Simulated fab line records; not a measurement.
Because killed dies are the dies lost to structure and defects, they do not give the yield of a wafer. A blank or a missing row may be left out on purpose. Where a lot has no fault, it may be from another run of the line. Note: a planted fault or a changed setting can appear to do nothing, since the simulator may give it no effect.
Lot-split experiment :: flow n5-finfet :: 21 wafers read across 7 lots, on a route 1938 steps long

== THE SPLIT ==
At N5_BEOL_M0_SAQP_MANDREL_ETCH_20 (etches a-Si in HBr/Cl2, stops on SiNx, target depth 60 nm, bt time 10 s, time 30 s), the setting icp-w was moved away from the recipe's 800 W on 4 of the 21 wafers read, by -10.8% to +14.7%. The other wafers ran this setting at the recipe's value.

== FROM THE SPLIT TO THE READING: what the file shows between them, 3 steps ==
- N5_BEOL_M0_SAQP_STRIP_86: strips in N2/H2
- N5_BEOL_M0_SAQP_STRIP_115: strips in post etch residue remover, time 60 s
- N5_BEOL_M0_SAQP_SRD_93: time 30 s

== THE READING ==
SiNx_of_BEOL_M0_SAQP_PECVD_97.thk-nm (the simulator's own value, which no gauge read), in nm, at N5_BEOL_M0_SAQP_RECESS_114 (chemistry HF/NH3, target SiO2, target depth 14.4 nm, afs cycles 3, sublimation time 60 s). There is no usual value for it anywhere in the file. Here, 17 wafers ran the recipe; their average is 15.7 nm with a standard deviation of 0.24 nm.

wafer: L074.1
tool, chamber at the split: rie-si-04, 0,2
icp-w as run, W: 800
against the recipe: recipe
SiNx_of_BEOL_M0_SAQP_PECVD_97.thk-nm, nm: 15.6
against lot-mates on the recipe: -

wafer: L074.2
tool, chamber at the split: rie-si-04, 0,2
icp-w as run, W: 800
against the recipe: recipe
SiNx_of_BEOL_M0_SAQP_PECVD_97.thk-nm, nm: 15.6
against lot-mates on the recipe: -

wafer: L074.6
tool, chamber at the split: rie-si-04, 0
icp-w as run, W: 800
against the recipe: recipe
SiNx_of_BEOL_M0_SAQP_PECVD_97.thk-nm, nm: 15.6
against lot-mates on the recipe: -

wafer: L075.1
tool, chamber at the split: rie-si-03, 2
icp-w as run, W: 800
against the recipe: recipe
SiNx_of_BEOL_M0_SAQP_PECVD_97.thk-nm, nm: 15.6
against lot-mates on the recipe: -

wafer: L075.3
tool, chamber at the split: rie-si-03, 0
icp-w as run, W: 800
against the recipe: recipe
SiNx_of_BEOL_M0_SAQP_PECVD_97.thk-nm, nm: 15.8
against lot-mates on the recipe: -

wafer: L075.4
tool, chamber at the split: rie-si-03, 3
icp-w as run, W: 800
against the recipe: recipe
SiNx_of_BEOL_M0_SAQP_PECVD_97.thk-nm, nm: 16.2
against lot-mates on the recipe: -

wafer: L084.1
tool, chamber at the split: rie-si-04, 1
icp-w as run, W: 917.6
against the recipe: +14.7%
SiNx_of_BEOL_M0_SAQP_PECVD_97.thk-nm, nm: 14.2
against lot-mates on the recipe: -1.3

wafer: L084.3
tool, chamber at the split: rie-si-04, 0
icp-w as run, W: 800
against the recipe: recipe
SiNx_of_BEOL_M0_SAQP_PECVD_97.thk-nm, nm: 15.2
against lot-mates on the recipe: -

wafer: L084.5
tool, chamber at the split: rie-si-04, 2
icp-w as run, W: 800
against the recipe: recipe
SiNx_of_BEOL_M0_SAQP_PECVD_97.thk-nm, nm: 15.8
against lot-mates on the recipe: -

wafer: L088.1
tool, chamber at the split: rie-si-03, 0
icp-w as run, W: 800
against the recipe: recipe
SiNx_of_BEOL_M0_SAQP_PECVD_97.thk-nm, nm: 16
against lot-mates on the recipe: -

wafer: L088.2
tool, chamber at the split: rie-si-03, 3
icp-w as run, W: 890
against the recipe: +11.3%
SiNx_of_BEOL_M0_SAQP_PECVD_97.thk-nm, nm: 15.2
against lot-mates on the recipe: -0.7

wafer: L088.5
tool, chamber at the split: rie-si-03, 2
icp-w as run, W: 800
against the recipe: recipe
SiNx_of_BEOL_M0_SAQP_PECVD_97.thk-nm, nm: 15.8
against lot-mates on the recipe: -

wafer: L089.1
tool, chamber at the split: rie-si-01, 1
icp-w as run, W: 800
against the recipe: recipe
SiNx_of_BEOL_M0_SAQP_PECVD_97.thk-nm, nm: 15.2
against lot-mates on the recipe: -

wafer: L089.2
tool, chamber at the split: rie-si-01, 2
icp-w as run, W: 800
against the recipe: recipe
SiNx_of_BEOL_M0_SAQP_PECVD_97.thk-nm, nm: 15.6
against lot-mates on the recipe: -

wafer: L089.6
tool, chamber at the split: rie-si-01, 1
icp-w as run, W: 800
against the recipe: recipe
SiNx_of_BEOL_M0_SAQP_PECVD_97.thk-nm, nm: 15.6
against lot-mates on the recipe: -

wafer: L091.1
tool, chamber at the split: rie-si-04, 1
icp-w as run, W: 800
against the recipe: recipe
SiNx_of_BEOL_M0_SAQP_PECVD_97.thk-nm, nm: 15.6
against lot-mates on the recipe: -

wafer: L091.4
tool, chamber at the split: rie-si-04, 2
icp-w as run, W: 713.2
against the recipe: -10.8%
SiNx_of_BEOL_M0_SAQP_PECVD_97.thk-nm, nm: 16.4
against lot-mates on the recipe: +0.8

wafer: L091.6
tool, chamber at the split: rie-si-04, 3
icp-w as run, W: 713.2
against the recipe: -10.8%
SiNx_of_BEOL_M0_SAQP_PECVD_97.thk-nm, nm: 16.2
against lot-mates on the recipe: +0.6

wafer: L095.1
tool, chamber at the split: rie-si-01, 2
icp-w as run, W: 800
against the recipe: recipe
SiNx_of_BEOL_M0_SAQP_PECVD_97.thk-nm, nm: 15.8
against lot-mates on the recipe: -

wafer: L095.5
tool, chamber at the split: rie-si-01, 1
icp-w as run, W: 800
against the recipe: recipe
SiNx_of_BEOL_M0_SAQP_PECVD_97.thk-nm, nm: 15.8
against lot-mates on the recipe: -

wafer: L095.3
tool, chamber at the split: rie-si-01, 3
icp-w as run, W: 800
against the recipe: recipe
SiNx_of_BEOL_M0_SAQP_PECVD_97.thk-nm, nm: 15.6
against lot-mates on the recipe: -
The file does not say which wafer passed through which chamber wherever a row lists several chambers: such a row stands for several wafers.

FIT RESULTS
A straight line over all 21 wafers: SiNx_of_BEOL_M0_SAQP_PECVD_97.thk-nm changes by -0.07 nm for each +1% of icp-w; r = -0.83; the points scatter about the line by 0.26 nm.
The same after taking each lot's own level away (the mean of its wafers on the recipe; 21 wafers): -0.0729 nm for each +1%; r = -0.91; scatter 0.18 nm.
According to that fit, moving icp-w by its largest amount changes the reading by 1.1 nm.
The span of the lots' own levels, 15.47 to 15.90 nm, comes to 1.8 times the standard deviation stated above.
Consequently the slope shifts little with the lot-to-lot level, the two slopes agreeing.
Check: -0.934 nm against its lot-mates is what the line predicts for one of the wafers moved furthest among these (+14.7%) when that wafer is left out of the fit. It came out at -1.3 nm against them.

== OTHER SPLITS APPLIED TO THESE WAFERS ==
Before the reading, these wafers also passed through other splits. Each is held against what the fit with the lots' levels taken away leaves over:
other split on the same wafers: N5_SD_EPI_P_ETCH_37 source-w
wafers away from the commonest value: 11
r with SiNx_of_BEOL_M0_SAQP_PECVD_97.thk-nm (lot level and that fit taken away): -0.03

other split on the same wafers: N5_SDB_COAT_03 spin-rpm
wafers away from the commonest value: 7
r with SiNx_of_BEOL_M0_SAQP_PECVD_97.thk-nm (lot level and that fit taken away): -0.06

other split on the same wafers: N5_HKMG_FIN_CVD_62 temp-c
wafers away from the commonest value: 5
r with SiNx_of_BEOL_M0_SAQP_PECVD_97.thk-nm (lot level and that fit taken away): +0.04

other split on the same wafers: N5_MOL_CONTACT_COAG_VIA_ETCH_117 bias-w
wafers away from the commonest value: 9
r with SiNx_of_BEOL_M0_SAQP_PECVD_97.thk-nm (lot level and that fit taken away): +0.33

other split on the same wafers: N5_MOL_CONTACT_COAG_ETCH_124 source-w
wafers away from the commonest value: 10
r with SiNx_of_BEOL_M0_SAQP_PECVD_97.thk-nm (lot level and that fit taken away): -0.14

== THE WHOLE CHAIN: every reading that the file lists as answering this split, in the file's order ==
step: N5_BEOL_M0_SAQP_MANDREL_ETCH_20
what it does: etches a-Si in HBr/Cl2, stops on SiNx, target depth 60 nm, bt time 10 s, time 30 s
reading: SiNx_of_BEOL_M0_SAQP_PECVD_97.thk-nm (the simulator's own value, which no gauge read)
change (the file's fit): -0.0719 nm for each +1% of the setting
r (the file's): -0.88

step: N5_BEOL_M0_SAQP_MANDREL_ETCH_20
what it does: etches a-Si in HBr/Cl2, stops on SiNx, target depth 60 nm, bt time 10 s, time 30 s
reading: SOC_of_BEOL_M0_SAQP_COAT_81.thk-nm (the simulator's own value, which no gauge read)
change (the file's fit): -0.111 nm for each +1% of the setting
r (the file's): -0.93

step: N5_BEOL_M0_SAQP_RECESS_114
what it does: chemistry HF/NH3, target SiO2, target depth 14.4 nm, afs cycles 3, sublimation time 60 s
reading: SiNx_of_BEOL_M0_SAQP_PECVD_97.thk-nm (the simulator's own value, which no gauge read)
change (the file's fit): -0.0751 nm for each +1% of the setting
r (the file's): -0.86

== THE FILE'S OWN FIT ==
SiNx_of_BEOL_M0_SAQP_PECVD_97.thk-nm changes by -0.0751 nm for each +1% of icp-w, r = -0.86.
